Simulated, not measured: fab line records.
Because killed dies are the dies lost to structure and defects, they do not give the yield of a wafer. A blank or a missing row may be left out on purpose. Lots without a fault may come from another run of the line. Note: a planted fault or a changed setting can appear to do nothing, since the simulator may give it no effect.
8D (eight disciplines) problem report, filled in by code	flow n5_finfet	the parts of the form that need people (team, actions taken, sign-off) are left out

## 1. WHAT IS WRONG
Wafers without a fault read 20.99 W, standard deviation 0.062; bias_w at N5_GATE_CUT_ETCH_58 reads a mean of 25.28 W on 4 wafers belonging to 2 lots. Measured from the usual mean, that is +69 standard deviations.
The step: etches SiNx in CH3F/O2, target depth 17 nm, time 128.6 s.
First observed at day 7 19:23: wafer L473.1, on rie_diel-02. The record has a number at this step for 27 wafers belonging to 9 lots. Rule for "out", or "out of limits": more than 4 standard deviations from the usual mean. Any other wafer with a number is counted as sound.

## 2. WHAT IT IS AND WHAT IT IS NOT
question	is	is not
which readings at this step	bias_w, rf_vpp_V	drypump_motor_current_A, oes_product_au, showerhead_plenum_p_Torr, throttle_valve_pct
which lots	L473, L474	L459, L460, L461, L462, L464, L465, L478
which wafers of those lots	L473.1, L473.5, L474.4, L474.6	L473.3, L474.5
read on which tools	rie_diel-02	rie_diel-01, rie_diel-03
when	from day 7 19:23	up to then (19 sound wafers); but 4 sound wafers of L474, L478 came after

## 3. WHAT RULES OUT EACH SUSPECT
Counting: any tool at a process step up to the reading remains a suspect provided it ran every lot that is out. Sound lots after the first of them don't rule it out here, since some wafers of a struck lot are sound.
- rie_diel-06 at N5_HKMG_FIN_ETCH_67 (etches SOC in N2/H2, stops on TiN, target depth 388.9 nm): kept. It ran every lot that is out, first L473 (day 7 16:52).
- rie_diel-06 at N5_HKMG_FIN_STRIP_90 (strips SOC in N2/H2, time 20 s): kept. It ran every lot that is out, first L473 (day 7 16:56).
- cvd_w-01 at N5_HKMG_FIN_W_FILL_22 (material W, target thk 60 nm, time 18.2 s): kept. Every lot that is out went through it, the first being L473 (day 7 18:10); the last sound lot it ran before that was L464 (day 5 15:41).
- rie_diel-02 at N5_GATE_CUT_ETCH_58 (etches SiNx in CH3F/O2, target depth 17 nm, time 128.6 s): kept. Every lot that is out went through it, the first being L473 (day 7 19:23); the last sound lot it ran before that was L462 (day 5 02:04). On those wafers its own readings are out: bias_w, rf_vpp_V.
- Within rie_diel-06 at N5_HKMG_FIN_ETCH_67: the wafers that are out ran in chambers 0, 2; their sound lot-mates ran in chamber 3.
- Within rie_diel-06 at N5_HKMG_FIN_STRIP_90: the wafers that are out ran in chambers 0, 2; their sound lot-mates ran in chamber 3.
- In rie_diel-02 at N5_GATE_CUT_ETCH_58, the wafers that are out were processed in chamber 2 and their sound lot-mates in chambers 0, 1.
Left after counting: rie_diel-06 at N5_HKMG_FIN_ETCH_67, rie_diel-06 at N5_HKMG_FIN_STRIP_90, cvd_w-01 at N5_HKMG_FIN_W_FILL_22, rie_diel-02 at N5_GATE_CUT_ETCH_58.

## 4. THE CAUSE (what the simulator had put in)
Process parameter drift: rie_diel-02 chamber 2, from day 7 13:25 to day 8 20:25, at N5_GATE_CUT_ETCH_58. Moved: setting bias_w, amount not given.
After counting, 4 suspects remain, this tool included.

## 5. THE EFFECT CHAIN, in route order
Each row: a reading where the mean over the struck wafers with a number is more than 3 standard deviations away from the usual. Scope: only readings with a usual standard deviation given in the record; hours: median across lots of the time from each lot's start at the first step in this table that gives one to its start at this step; sigmas: change in usual standard deviations.
hours	step	reading	usual	on struck wafers	change	sigmas
0	N5_GATE_CUT_ETCH_58	bias_w	20.99 W	25.28	+4.29	+69
0	N5_GATE_CUT_ETCH_58	rf_vpp_V	99.3 V	112.3	+13.0	+13
The process steps in it:
- N5_GATE_CUT_ETCH_58: etches SiNx in CH3F/O2, target depth 17 nm, time 128.6 s.
Later measuring or inspecting steps at which every struck wafer that the step has a row for has a number for every such reading, and none has moved that far: N5_BEOL_M4_RC_MEAS_101.

## 6. HOW IT WOULD HAVE BEEN CAUGHT EARLIER
6 hours passed between the start of the fault at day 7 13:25 and the first reading out of limits in this record, taken at day 7 19:23.
